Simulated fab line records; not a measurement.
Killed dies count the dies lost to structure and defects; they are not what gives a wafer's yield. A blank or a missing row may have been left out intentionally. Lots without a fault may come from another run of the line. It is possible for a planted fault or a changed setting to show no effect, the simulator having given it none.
Chamber matching :: flow n5 finfet :: 4 sister chambers for N5_BEOL_M8_STRIP_19 on rie diel-02
The step strips in O2. 8 wafers are shown with their chamber, then 9 later ones without.

WAFERS, EACH WITH ITS CHAMBER
wafer: L075.5
chamber: 1
showerhead plenum p Torr (Torr): 2.15
throttle valve pct (%): 16.82

wafer: L078.5
chamber: 3
showerhead plenum p Torr (Torr): 2.01
throttle valve pct (%): 16.55

wafer: L087.1
chamber: 3
showerhead plenum p Torr (Torr): 2.00
throttle valve pct (%): 16.58

wafer: L087.4
chamber: 0
showerhead plenum p Torr (Torr): 2.22
throttle valve pct (%): 16.31

wafer: L087.5
chamber: 2
showerhead plenum p Torr (Torr): 2.19
throttle valve pct (%): 16.61

wafer: L093.1
chamber: 0
showerhead plenum p Torr (Torr): 2.22
throttle valve pct (%): 16.31

wafer: L093.4
chamber: 2
showerhead plenum p Torr (Torr): 2.19
throttle valve pct (%): 16.64

wafer: L093.6
chamber: 1
showerhead plenum p Torr (Torr): 2.14
throttle valve pct (%): 16.39

WAFERS WITH NO CHAMBER GIVEN
wafer: L094.1
showerhead plenum p Torr (Torr): 2.00
throttle valve pct (%): 16.60

wafer: L094.2
showerhead plenum p Torr (Torr): 2.14
throttle valve pct (%): 16.41

wafer: L094.3
showerhead plenum p Torr (Torr): 2.22
throttle valve pct (%): 16.33

wafer: L096.1
showerhead plenum p Torr (Torr): 2.00
throttle valve pct (%): 16.60

wafer: L096.3
showerhead plenum p Torr (Torr): 2.22
throttle valve pct (%): 16.33

wafer: L096.4
showerhead plenum p Torr (Torr): 2.14
throttle valve pct (%): 16.40

wafer: L091.3
showerhead plenum p Torr (Torr): 2.21
throttle valve pct (%): 16.36

wafer: L091.4
showerhead plenum p Torr (Torr): 2.19
throttle valve pct (%): 16.65

wafer: L091.6
showerhead plenum p Torr (Torr): 2.14
throttle valve pct (%): 16.42

EACH ONE'S CHAMBER
wafer: L094.1
from the rows above: 3
in truth: 3

wafer: L094.2
from the rows above: 1
in truth: 1

wafer: L094.3
from the rows above: 0
in truth: 0

wafer: L096.1
from the rows above: 3
in truth: 3

wafer: L096.3
from the rows above: 0
in truth: 0

wafer: L096.4
from the rows above: 1
in truth: 1

wafer: L091.3
from the rows above: 0
in truth: 0

wafer: L091.4
from the rows above: 2
in truth: 2

wafer: L091.6
from the rows above: 1
in truth: 1
9 of 9 placed correctly. Left unplaced by these rows: 0. Placed wrongly: 0.
How it was worked out, from the rows above alone: a wafer's distance from a chamber is the root of the sum, over the readings, of the square of ((its reading less the chamber's mean) divided by the reading's scatter). The wafer belongs to the nearest chamber; if the next one is less than 2 further off, it can't be placed. A chamber's mean is the mean of its shown wafers. The scatter: take each reading less its chamber's mean, square it, sum over the shown wafers, divide by the number of wafers less the number of chambers, and take the root.
